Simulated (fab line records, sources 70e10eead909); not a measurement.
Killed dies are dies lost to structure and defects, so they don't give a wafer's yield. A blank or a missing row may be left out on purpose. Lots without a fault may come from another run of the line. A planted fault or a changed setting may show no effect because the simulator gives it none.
fab line records | flow nand_harc
record lots=24 wafers=72 last_day=24
route steps=1159 shown A_CONTACT@864
lots that met no fault: from a run of the same line without faults
start_h: hours from the record's first day to the start of the lot's first wafer shown | wait_h: hours since the lot's step before | " the same as in the row above | L1.1+2: a row that stands for several wafers | - no value, or no start given | * or withheld: withheld | < > ~ a bound
route shown NAME@n: a module of which the file shows steps, and the number in the route of the first | usual: mean/standard deviation of fault-free wafers | same: alike in all rows | chamber/n: place in a boat | sites: the reading at each site | _std_site: their standard deviation | _edge_site: outer sites' mean less inner sites' | radius_mm: how far each site lies from the wafer's centre | mask NAME#n: copy n | behind: the tool/chamber that last shaped the wafer | hold: why the lot was held/for how many hours/how that ended | device: the transistor (n, p or np) that didn't switch | end of line: the same wafers' tests at the end of the route | a step without rows: its recipe alone | killed: dies lost to structure and defects at the first sort, not the wafer's yield | map: a wafer's dies, x killed, . not, _ none there
set.NAME: the setting as run; set.NAME@STEP: as run at that earlier step | model.NAME: the simulator's own value behind a step, which no gauge read
steps of the route over a sample of lots; a table a step, a row a wafer
services: from which hour (start_h, from the record's first day; less than 0 if before it) a tool's chamber was out of use, for how many hours, and why
## steps
# step NHARC_A_CONTACT_ETCH_113
# recipe source_w=withheld pressure_mtorr=20 bias_v=3000 time_s=94 target_depth_a=9220 ar_flow_sccm=withheld c4f8_flow_sccm=withheld o2_flow_sccm=withheld chemistry=C4F8/O2/Ar
# usual oes_air_line_au=0.997/0.018
# same time_s=94
# columns lot.wafer tool chamber start_h wait_h oes_air_line_au rf_hours_counter_h
L075.1 har_cap_etch-01 1 368.31 0.1 0.999 56
L075.4 " 1 " " 0.964 -
L075.5 " 1 " " 0.977 -
L074.2 har_cap_etch-01 0 372.36 0.1 1.004 57
L074.1 " 1 " " 1.012 57
L074.5 " 1 " " 0.969 -
L077.2 har_cap_etch-03 1 382.72 0.1 0.972 83
L077.4 " 1 " " 1.016 -
L077.6 " 0 " " 0.992 -
L078.1 har_cap_etch-02 0 384.26 0.1 1.008 11
L078.3 " 0 " " 0.992 -
L078.5 " 1 " " 1.001 -
L079.2 har_cap_etch-03 0 387.86 0.1 0.964 84
L079.6 " 1 " " 0.997 -
L079.5 " 0 " " 0.998 -
L076.1 har_cap_etch-02 0 388.43 0.1 0.985 12
L076.4 " 1 " " 1.006 -
L076.6 " 1 " " 1.027 -
L080.4 har_cap_etch-02 1 392.46 0.1 0.979 -
L080.3 " 0 " " 1.018 -
L080.5 " 1 " " 0.954 -
L081.2 har_cap_etch-02 0 419.19 0.1 1.006 16
L081.6 " 1 " " 0.987 -
L081.5 " 0 " " 1.013 -
L082.1 har_cap_etch-01 0 419.85 0.1 0.988 64
L082.5 " 1 " " 0.990 -
L082.6 " 0 " " 0.961 -
L084.1 har_cap_etch-03 0 427.04 0.1 1.003 90
L084.3 " 1 " " 1.007 -
L084.4 " 0 " " 1.013 -
L083.1 har_cap_etch-03 0 430.61 0.1 1.005 92
L083.2 " 1 " " 1.047 92
L083.3 " 0 " " 0.997 -
L088.3 har_cap_etch-02 0 446.07 0.1 0.995 -
L088.6 " 0 " " 0.985 -
L088.5 " 1 " " 1.000 -
L086.1 har_cap_etch-01 0 447.13 0.1 1.020 68
L086.2 " 1 " " 0.998 68
L086.3 " 0 " " 1.003 -
L085.4 har_cap_etch-03 0 450.42 0.1 0.960 -
L085.6 " 1 " " 1.000 -
L085.5 " 0 " " 0.977 -
L091.1 har_cap_etch-02 1 459.62 0.1 0.974 24
L091.3 " 1 " " 1.010 -
L091.5 " 0 " " 0.997 -
L090.4 har_cap_etch-01 0 460.15 0.1 1.020 -
L090.5 " 0 " " 0.981 -
L090.6 " 1 " " 0.985 -
L087.1 har_cap_etch-01 1 462.78 0.1 1.014 71
L087.4 " 1 " " 0.991 -
L087.6 " 1 " " 1.005 -
L089.1 har_cap_etch-03 0 464.67 0.1 0.998 97
L089.3 " 0 " " 0.976 -
L089.6 " 1 " " 0.986 -
L093.1 har_cap_etch-02 0 473.97 0.1 0.987 28
L093.2 " 1 " " 1.001 28
L093.6 " 0 " " 0.996 -
L092.2 har_cap_etch-03 1 497.16 0.1 0.996 101
L092.6 " 0 " " 1.018 -
L092.5 " 1 " " 0.988 -
L095.2 har_cap_etch-01 1 501.02 0.1 1.024 77
L095.1 " 0 " " 0.986 77
L095.4 " 1 " " 0.981 -
L096.2 har_cap_etch-02 0 501.20 0.1 1.022 30
L096.3 " 0 " " 1.039 -
L096.4 " 1 " " 1.017 -
L094.4 har_cap_etch-03 1 510.47 0.1 0.979 -
L094.3 " 0 " " 0.990 -
L094.6 " 0 " " 0.982 -
L097.1 har_cap_etch-02 1 512.38 0.1 0.994 33
L097.4 " 1 " " 0.996 -
L097.5 " 1 " " 0.993 -
# step NHARC_A_CONTACT_DEP_57
# recipe target_thk_a=28000 temp_c=400 material=aC
# usual throttle_valve_pct=35.001/0.0095
# columns lot.wafer tool chamber start_h wait_h throttle_valve_pct
L075.1 acl_dep-01 0 370.98 - 35.008
L075.4 " 0 " " 35.014
L075.5 " 0 " " 34.979
L074.1 acl_dep-03 0 375.03 - 35.010
L074.2 " 0 " " 35.003
L074.5 " 0 " " 35.011
L077.2 acl_dep-03 0 386.77 - 35.018
L077.4 " 0 " " 34.996
L077.6 " 0 " " 35.008
L078.1 acl_dep-01 0 387.08 - 34.988
L078.3 " 0 " " 34.998
L078.5 " 0 " " 34.987
L079.2 acl_dep-03 0 391.10 - 34.996
L079.5 " 0 " " 35.006
L079.6 " 0 " " 35.011
L076.1 acl_dep-02 0 392.53 - 35.007
L076.4 " 0 " " 35.015
L076.6 " 0 " " 34.994
L080.3 acl_dep-01 0 396.06 - 35.002
L080.4 " 0 " " 35.003
L080.5 " 0 " " 34.997
L082.1 acl_dep-02 0 424.01 - 34.978
L082.5 " 0 425.18 - 34.992
L082.6 " 0 " " 34.995
L081.2 acl_dep-03 0 424.72 - 35.004
L081.5 " 0 " " 34.985
L081.6 " 0 " " 35.001
L084.1 acl_dep-01 0 430.09 - 35.012
L084.3 " 0 " " 34.997
L084.4 " 0 " " 34.998
L083.1 acl_dep-02 0 433.70 - 35.003
L083.2 " 0 " " 35.023
L083.3 " 0 " " 34.994
L086.1 acl_dep-03 0 450.38 - 34.991
L086.2 " 0 " " 34.994
L086.3 " 0 " " 35.002
L088.3 acl_dep-02 0 450.80 - 35.007
L088.5 " 0 " " 35.010
L088.6 " 0 " " 35.001
L085.4 acl_dep-03 0 454.95 - 35.003
L085.5 " 0 " " 35.013
L085.6 " 0 " " 35.007
L091.1 acl_dep-02 0 462.48 - 35.004
L091.3 " 0 " " 34.985
L091.5 " 0 " " 35.011
L090.4 acl_dep-01 0 463.97 - 35.013
L090.5 " 0 " " 34.994
L090.6 " 0 " " 35.006
L087.1 acl_dep-03 0 465.50 - 35.010
L087.4 " 0 " " 34.987
L087.6 " 0 " " 35.009
L089.1 acl_dep-01 0 467.32 - 35.010
L089.3 " 0 " " 35.008
L089.6 " 0 " " 34.993
L093.1 acl_dep-02 0 479.66 - 35.007
L093.2 " 0 " " 34.987
L093.6 " 0 481.09 - 34.992
L092.2 acl_dep-02 0 500.72 - 35.012
L092.5 " 0 " " 34.996
L092.6 " 0 " " 35.012
L095.1 acl_dep-03 0 503.75 - 34.994
L095.2 " 0 " " 34.991
L095.4 " 0 " " 34.983
L096.2 acl_dep-02 0 504.19 - 34.997
L096.3 " 0 " " 34.991
L096.4 " 0 " " 35.006
L094.3 acl_dep-03 0 514.56 - 35.004
L094.4 " 0 " " 35.002
L094.6 " 0 " " 35.004
L097.1 acl_dep-02 0 515.63 - 34.987
L097.4 " 0 " " 34.998
L097.5 " 0 " " 34.989
# step NHARC_A_CONTACT_OVL_MEAS_70
# usual overlay_x_nm=-0.3/0.78 overlay_y_nm=0.2/1
# columns lot.wafer tool chamber start_h wait_h overlay_x_nm overlay_y_nm
L075.1 overlay-02 - 373.54 - 0.1 0.5
L075.4 " - " " 0.0 0.5
L075.5 " - " " -0.4 0.0
L074.1 overlay-01 - 377.60 - -0.7 -0.1
L074.2 " - " " -0.3 -0.4
L074.5 " - " " -0.9 -0.5
L077.2 overlay-02 - 389.03 - 0.4 -1.1
L077.4 " - " " 0.7 -0.5
L077.6 " - " " 1.1 -0.6
L078.1 overlay-01 - 389.54 - -0.7 -1.0
L078.3 " - " " -1.0 -0.8
L078.5 " - " " -0.5 0.1
L079.2 overlay-01 - 393.40 - -0.4 0.0
L079.5 " - " " -0.8 -0.2
L079.6 " - " " -1.9 -0.1
L076.1 overlay-02 - 395.16 - 0.5 -0.7
L076.4 " - " " 0.9 -0.3
L076.6 " - " " 0.8 -0.3
L080.3 overlay-01 - 397.91 - 0.1 0.7
L080.4 " - " " 0.3 0.9
L080.5 " - " " 0.4 0.9
L082.1 overlay-01 - 426.59 - -1.7 1.3
L082.5 " - " " -1.4 1.5
L082.6 " - " " -0.9 0.9
L081.2 overlay-01 - 426.99 - -0.5 0.4
L081.5 " - " " -0.6 1.0
L081.6 " - " " -0.6 0.4
L084.1 overlay-02 - 432.63 - 0.1 0.3
L084.3 " - " " 0.1 0.9
L084.4 " - " " -0.4 0.3
L083.1 overlay-02 - 436.12 - -0.7 -1.1
L083.2 " - " " -0.4 -1.0
L083.3 " - " " -0.8 -1.5
L088.3 overlay-01 - 452.68 - 0.1 -2.2
L088.5 " - " " 0.4 -1.9
L088.6 " - " " 0.6 -1.4
L086.1 overlay-02 - 452.98 - 0.4 -0.4
L086.2 " - " " 0.1 -1.2
L086.3 " - " " -0.4 -1.3
L085.4 overlay-02 - 456.51 - -0.5 0.3
L085.5 " - " " -0.1 0.9
L085.6 " - " " 0.0 0.6
L091.1 overlay-01 - 464.90 - -0.7 0.3
L091.3 " - " " -1.7 -0.1
L091.5 " - " " -1.3 -0.3
L090.4 overlay-02 - 465.66 - -0.4 0.5
L090.5 " - " " -0.8 0.3
L090.6 " - " " -0.8 -0.2
L087.1 overlay-01 - 468.06 - -0.5 0.4
L087.4 " - " " -0.4 0.2
L087.6 " - " " -0.6 0.3
L089.1 overlay-01 - 469.75 - 0.7 0.8
L089.3 " - " " 0.8 0.8
L089.6 " - " " 0.7 0.9
L093.1 overlay-01 - 482.09 - -0.8 1.0
L093.2 " - " " -1.1 1.0
L093.6 " - " " -1.3 1.4
L092.2 overlay-02 - 502.95 - -0.3 0.2
L092.5 " - " " -0.1 1.0
L092.6 " - " " -0.4 0.6
L095.1 overlay-01 - 506.21 - 1.5 2.9
L095.2 " - " " 1.6 3.0
L095.4 " - " " 0.8 3.3
L096.2 overlay-01 - 506.34 - -0.5 -0.4
L096.3 " - " " -0.2 -0.1
L096.4 " - " " -0.9 -0.9
L094.3 overlay-02 - 516.44 - 0.5 0.0
L094.4 " - " " 0.5 -0.3
L094.6 " - " " -0.5 0.0
L097.1 overlay-02 - 518.06 - -2.0 1.1
L097.4 " - " " -1.2 1.2
L097.5 " - " " -1.3 0.9
# step NHARC_A_CONTACT_ETCH_131
# recipe source_w=withheld pressure_mtorr=20 bias_v=1200 time_s=155 target_depth_a=9560 ar_flow_sccm=withheld c4f8_flow_sccm=withheld o2_flow_sccm=withheld chemistry=C4F8/O2/Ar
# usual oes_air_line_au=0.998/0.02
# same time_s=155
# columns lot.wafer tool chamber start_h wait_h oes_air_line_au rf_hours_counter_h
L075.1 har_cap_etch-03 1 375.83 0.1 0.985 83
L075.4 " 0 " " 1.005 -
L075.5 " 0 " " 0.989 -
L074.1 har_cap_etch-02 1 379.88 0.1 1.027 10
L074.2 " 0 " " 0.980 10
L074.5 " 0 " " 1.003 -
L077.2 har_cap_etch-01 0 391.54 0.2 0.961 60
L077.4 " 1 " " 1.005 -
L077.6 " 0 " " 0.990 -
L078.1 har_cap_etch-03 1 392.03 0.1 0.989 86
L078.3 " 0 " " 1.005 -
L078.5 " 1 " " 1.013 -
L079.2 har_cap_etch-01 0 396.21 0.2 1.000 62
L079.5 " 1 " " 0.990 -
L079.6 " 0 " " 0.994 -
L076.1 har_cap_etch-03 1 397.46 0.1 1.007 88
L076.4 " 1 " " 0.992 -
L076.6 " 0 " " 0.993 -
L080.4 har_cap_etch-03 0 400.65 0.1 1.039 -
L080.3 " 1 " " 0.984 -
L080.5 " 0 " " 1.043 -
L082.1 har_cap_etch-02 1 428.92 0.1 0.997 18
L082.5 " 0 " " 0.989 -
L082.6 " 1 " " 0.993 -
L081.2 har_cap_etch-01 1 429.30 0.1 1.012 65
L081.6 " 0 " " 0.980 -
L081.5 " 1 " " 1.014 -
L084.1 har_cap_etch-02 1 434.91 0.1 0.985 19
L084.4 " 1 " " 0.982 -
L084.3 " 0 " " 0.989 -
L083.2 har_cap_etch-02 0 438.43 0.1 0.968 20
L083.1 " 1 " " 0.981 20
L083.3 " 0 " " 0.950 -
L088.3 har_cap_etch-02 0 455.20 0.1 1.026 -
L088.6 " 1 " " 0.998 -
L088.5 " 0 " " 1.030 -
L086.1 har_cap_etch-01 0 455.52 0.1 1.036 69
L086.2 " 1 " " 1.031 69
L086.3 " 0 " " 1.053 -
L085.4 har_cap_etch-03 1 459.45 0.1 1.001 -
L085.5 " 1 " " 0.976 -
L085.6 " 0 " " 0.999 -
L091.1 har_cap_etch-01 0 467.24 0.1 1.014 73
L091.3 " 1 " " 0.987 -
L091.5 " 0 " " 1.025 -
L090.4 har_cap_etch-02 0 468.03 0.1 0.982 -
L090.6 " 1 " " 1.016 -
L090.5 " 0 " " 0.978 -
L087.1 har_cap_etch-03 1 470.72 0.2 1.018 99
L087.4 " 1 " " 1.005 -
L087.6 " 1 " " 0.973 -
L089.1 har_cap_etch-01 1 472.05 0.1 0.997 75
L089.3 " 1 " " 0.996 -
L089.6 " 0 " " 0.985 -
L093.1 har_cap_etch-01 1 484.36 0.1 1.012 77
L093.2 " 0 " " 0.987 77
L093.6 " 0 " " 0.975 -
L092.2 har_cap_etch-03 1 505.35 0.1 1.012 103
L092.5 " 0 " " 0.997 -
L092.6 " 1 " " 0.993 -
L095.2 har_cap_etch-01 1 508.48 0.1 0.986 79
L095.1 " 0 " " 0.999 79
L095.4 " 1 " " 1.000 -
L096.2 har_cap_etch-02 1 508.69 0.1 0.994 32
L096.3 " 0 " " 1.015 -
L096.4 " 1 " " 1.010 -
L094.3 har_cap_etch-02 0 518.77 0.1 1.036 -
L094.4 " 1 " " 0.969 -
L094.6 " 0 " " 1.025 -
L097.1 har_cap_etch-03 0 520.34 0.1 0.991 107
L097.4 " 0 " " 1.026 -
L097.5 " 1 " " 0.997 -
# step NHARC_A_CONTACT_ETCH_91
# recipe target_depth_a=400 over_etch_frac=0.5 time_s=85.7 ion_energy_ev=120 ch3f_flow_sccm=50 o2_flow_sccm=30 ar_flow_sccm=200 rf_w=500 bias_w=100 chemistry=CH3F/O2
# usual drypump_motor_current_A=5.6/0.38 oes_product_au=0.938/0.027 rf_vpp_V=244.1/2.1 showerhead_plenum_p_Torr=2.46/0.13 throttle_valve_pct=20.662/0.0089
# same time_s=85.7
# columns lot.wafer tool chamber start_h wait_h drypump_motor_current_A oes_product_au rf_hours_counter_h rf_vpp_V showerhead_plenum_p_Torr throttle_valve_pct
L075.1 rie_diel-13 2 376.66 0.5 5.6 0.936 33 248.4 2.65 20.677
L075.4 " 3 " " 5.4 0.919 32 243.5 2.40 20.649
L075.5 " 2 " " 5.7 0.944 - 247.3 2.65 20.672
L074.1 rie_diel-07 2 380.73 0.5 5.5 0.920 30 240.9 2.27 20.677
L074.2 " 3 " " 6.1 0.922 28 240.3 2.28 20.657
L074.5 " 1 " " 5.7 0.921 - 245.6 2.51 20.656
L077.4 rie_diel-13 0 392.57 0.5 5.4 0.945 39 243.6 2.43 20.659
L077.2 " 1 " " 6.3 0.926 40 241.1 2.32 20.652
L077.6 " 0 " " 5.4 0.935 - 243.5 2.43 20.659
L078.3 rie_diel-07 0 392.86 0.4 5.0 1.016 30 247.4 2.60 20.661
L078.1 " 1 " " 5.8 0.921 34 244.5 2.51 20.668
L078.5 " 0 " " 5.0 1.018 - 246.0 2.60 20.677
L079.2 rie_diel-07 3 397.32 0.6 6.1 0.916 33 240.6 2.28 20.663
L079.5 " 3 " " 6.1 0.926 - 240.1 2.28 20.663
L079.6 " 0 " " 5.0 0.921 - 247.4 2.60 20.657
L076.4 rie_diel-07 2 398.30 0.4 5.5 0.927 36 242.1 2.27 20.650
L076.1 " 0 " " 5.0 0.928 31 246.2 2.60 20.671
L076.6 " 1 " " 5.7 0.922 - 245.9 2.51 20.670
L080.4 rie_diel-01 2 401.46 0.4 6.3 0.935 34 243.6 2.52 20.666
L080.3 " 1 " " 5.8 0.935 30 242.0 2.34 20.651
L080.5 " 3 " " 5.6 0.924 - 244.8 2.46 20.663
L082.1 rie_diel-07 1 429.74 0.5 5.7 1.002 2 246.6 2.51 20.665
L082.5 " 1 " " 5.7 1.012 - 245.5 2.51 20.650
L082.6 " 2 " " 5.5 0.998 - 245.6 2.66 20.680
L081.2 rie_diel-07 0 430.14 0.5 5.0 0.932 2 244.1 2.60 20.644
L081.5 " 3 " " 6.1 0.937 - 241.8 2.28 20.655
L081.6 " 0 " " 5.0 0.932 - 247.5 2.60 20.648
L084.4 rie_diel-07 0 435.76 0.4 5.0 0.936 3 246.7 2.60 20.658
L084.3 " 2 " " 5.5 0.923 3 248.4 2.66 20.662
L084.1 " 3 " " 6.1 0.927 3 242.9 2.28 20.667
L083.2 rie_diel-07 0 439.31 0.6 5.0 0.925 4 245.7 2.60 20.653
L083.1 " 1 " " 5.7 0.934 4 245.0 2.51 20.655
L083.3 " 2 " " 5.6 0.923 4 246.3 2.66 20.660
L088.3 rie_diel-07 1 455.99 0.4 5.7 0.930 7 247.0 2.51 20.665
L088.6 " 0 " " 5.0 0.931 - 244.4 2.59 20.669
L088.5 " 1 " " 5.7 0.933 - 244.9 2.50 20.656
L086.3 rie_diel-07 0 456.36 0.4 5.0 0.928 7 246.7 2.59 20.665
L086.1 " 1 " " 5.7 0.925 7 245.8 2.51 20.666
L086.2 " 3 " " 6.1 0.913 7 242.1 2.28 20.680
L085.4 rie_diel-07 2 460.30 0.5 5.5 0.926 9 246.1 2.66 20.653
L085.6 " 3 " " 6.1 0.934 - 242.6 2.28 20.668
L085.5 " 0 " " 5.0 0.939 - 246.3 2.59 20.662
L091.1 rie_diel-07 3 468.10 0.5 6.1 0.928 12 242.3 2.28 20.664
L091.3 " 0 " " 5.0 0.938 12 246.4 2.59 20.659
L091.5 " 1 " " 5.7 0.923 - 245.1 2.50 20.650
L090.4 rie_diel-13 3 468.94 0.5 5.4 0.931 2 244.5 2.39 20.670
L090.5 " 0 " " 5.5 0.918 - 244.0 2.42 20.669
L090.6 " 1 " " 6.3 0.938 - 241.6 2.31 20.659
L087.4 rie_diel-07 3 471.73 0.4 6.1 0.931 13 240.5 2.28 20.679
L087.1 " 1 " " 5.7 0.915 11 245.8 2.50 20.661
L087.6 " 3 " " 6.1 0.918 - 241.4 2.28 20.671
L089.3 rie_diel-01 0 472.89 0.4 5.4 0.933 57 240.7 2.31 20.655
L089.1 " 1 " " 5.8 0.922 44 243.5 2.33 20.656
L089.6 " 3 " " 5.6 0.932 - 244.7 2.45 20.668
L093.1 rie_diel-07 3 485.21 0.5 6.1 0.929 15 242.1 2.27 20.655
L093.2 " 0 " " 5.0 0.920 15 244.9 2.59 20.650
L093.6 " 0 " " 5.0 0.939 - 245.8 2.59 20.665
L092.2 rie_diel-01 3 506.17 0.5 5.5 1.008 2 243.8 2.45 20.667
L092.6 " 3 " " 5.6 1.008 - 243.4 2.45 20.676
L092.5 " 0 " " 5.4 0.995 - 240.1 2.30 20.673
L095.1 rie_diel-07 0 509.34 0.5 5.1 0.926 19 245.1 2.59 20.642
L095.4 " 1 " " 5.7 0.915 17 245.7 2.50 20.678
L095.2 " 3 " " 6.1 0.917 20 241.8 2.27 20.640
L096.3 rie_diel-01 0 509.52 0.4 5.4 0.996 3 243.5 2.30 20.669
L096.4 " 1 " " 5.8 0.994 3 242.7 2.33 20.668
L096.2 " 2 " " 6.3 1.003 3 245.4 2.50 20.667
L094.4 rie_diel-01 2 519.60 0.4 6.3 0.919 6 244.9 2.50 20.661
L094.3 " 3 " " 5.5 0.938 7 242.2 2.44 20.657
L094.6 " 1 " " 5.8 0.932 - 243.2 2.33 20.648
L097.1 rie_diel-01 3 521.20 0.5 5.5 0.929 8 244.2 2.44 20.656
L097.4 " 0 " " 5.4 0.929 8 240.2 2.30 20.659
L097.5 " 3 " " 5.5 0.939 - 244.6 2.44 20.648
# step NHARC_A_CONTACT_ETCH_138
# recipe source_w=withheld pressure_mtorr=20 bias_v=3000 time_s=132 target_depth_a=12890 ar_flow_sccm=withheld c4f8_flow_sccm=withheld o2_flow_sccm=withheld chemistry=C4F8/O2/Ar
# usual oes_air_line_au=1.001/0.021
# same time_s=132
# columns lot.wafer tool chamber start_h wait_h oes_air_line_au rf_hours_counter_h
L075.1 har_cap_etch-01 1 381.58 0.1 1.031 58
L075.4 " 1 " " 1.008 -
L075.5 " 1 " " 1.033 -
L074.1 har_cap_etch-01 0 386.61 0.1 1.002 59
L074.2 " 1 " " 0.999 59
L074.5 " 1 " " 0.979 -
L078.1 har_cap_etch-02 0 398.02 0.1 0.968 15
L078.3 " 0 " " 1.017 -
L078.5 " 0 " " 0.984 -
L077.2 har_cap_etch-01 1 399.63 0.1 0.986 62
L077.4 " 1 " " 1.009 -
L077.6 " 0 " " 1.018 -
L079.2 har_cap_etch-02 1 404.39 0.1 1.002 15
L079.5 " 0 " " 1.010 -
L079.6 " 1 " " 0.983 -
L076.1 har_cap_etch-01 1 404.93 0.1 1.022 63
L076.4 " 0 " " 0.997 -
L076.6 " 1 " " 1.008 -
L080.3 har_cap_etch-03 1 407.80 0.1 0.994 -
L080.4 " 0 " " 1.034 -
L080.5 " 1 " " 0.994 -
L082.1 har_cap_etch-01 1 435.65 0.1 1.039 66
L082.5 " 0 " " 0.965 -
L082.6 " 1 " " 1.015 -
L081.2 har_cap_etch-03 1 436.14 0.1 0.994 93
L081.6 " 0 " " 0.993 -
L081.5 " 1 " " 1.007 -
L084.1 har_cap_etch-01 1 440.88 0.1 0.974 67
L084.4 " 0 " " 0.974 -
L084.3 " 1 " " 1.032 -
L083.2 har_cap_etch-03 1 444.76 0.1 1.015 94
L083.1 " 0 " " 1.005 94
L083.3 " 0 " " 1.003 -
L088.3 har_cap_etch-03 1 461.43 0.1 1.031 -
L088.6 " 0 " " 0.989 -
L088.5 " 1 " " 0.968 -
L086.2 har_cap_etch-02 0 462.26 0.1 1.034 25
L086.1 " 1 " " 0.994 25
L086.3 " 0 " " 1.027 -
L085.4 har_cap_etch-02 1 465.22 0.1 0.997 -
L085.6 " 1 " " 1.022 -
L085.5 " 0 " " 0.978 -
L091.1 har_cap_etch-03 0 475.48 0.1 0.978 100
L091.3 " 0 " " 0.994 -
L091.5 " 1 " " 0.985 -
L090.4 har_cap_etch-01 1 476.15 0.1 0.986 -
L090.5 " 1 " " 0.942 -
L090.6 " 0 " " 1.012 -
L087.1 har_cap_etch-02 0 477.96 0.1 1.008 29
L087.4 " 0 " " 0.970 -
L087.6 " 0 " " 0.997 -
L089.1 har_cap_etch-03 0 478.50 0.1 1.006 101
L089.3 " 1 " " 0.992 -
L089.6 " 1 " " 0.957 -
L093.2 har_cap_etch-02 1 493.09 0.1 0.969 30
L093.1 " 0 " " 0.990 30
L093.6 " 1 " " 0.974 -
L092.2 har_cap_etch-01 0 511.70 0.1 1.019 80
L092.6 " 0 " " 0.993 -
L092.5 " 1 " " 1.020 -
L095.2 har_cap_etch-03 0 514.65 0.1 0.991 105
L095.1 " 1 " " 0.992 105
L095.4 " 0 " " 0.998 -
L096.2 har_cap_etch-01 1 514.80 0.1 0.986 81
L096.3 " 0 " " 0.985 -
L096.4 " 1 " " 0.991 -
L094.4 har_cap_etch-01 1 525.83 0.1 0.977 -
L094.3 " 0 " " 0.997 -
L094.6 " 0 " " 0.985 -
L097.1 har_cap_etch-03 0 527.02 0.1 1.004 107
L097.4 " 1 " " 1.009 -
L097.5 " 1 " " 1.000 -
## services
# columns tool chamber start_h hours kind
rie_diel-13 - 346.60 0.4 repair
acl_dep-02 - 352.69 13.0 pm
rie_diel-07 0 359.75 - clean
rie_diel-07 1 359.75 - clean
rie_diel-07 2 359.75 - clean
rie_diel-07 3 359.75 - clean
har_cap_etch-01 - 364.05 0.2 repair
rie_diel-07 0 380.10 8.9 repair
rie_diel-07 1 384.25 - clean
rie_diel-07 2 384.25 - clean
rie_diel-07 3 384.25 - clean
rie_diel-07 0 405.25 9.0 vent_cycle
rie_diel-07 1 405.25 9.0 vent_cycle
rie_diel-07 2 405.25 9.0 vent_cycle
acl_dep-03 - 405.31 13.0 pm
rie_diel-07 0 414.25 - clean
rie_diel-07 0 414.25 - consumable_replace:focus_ring
rie_diel-07 1 414.25 - clean
rie_diel-07 1 414.25 - consumable_replace:focus_ring
rie_diel-01 1 434.38 29.7 repair
rie_diel-01 0 443.72 6.3 repair
rie_diel-13 - 453.14 9.0 pm
acl_dep-01 - 476.27 13.0 pm
rie_diel-01 - 491.87 9.0 pm
## key
fault none
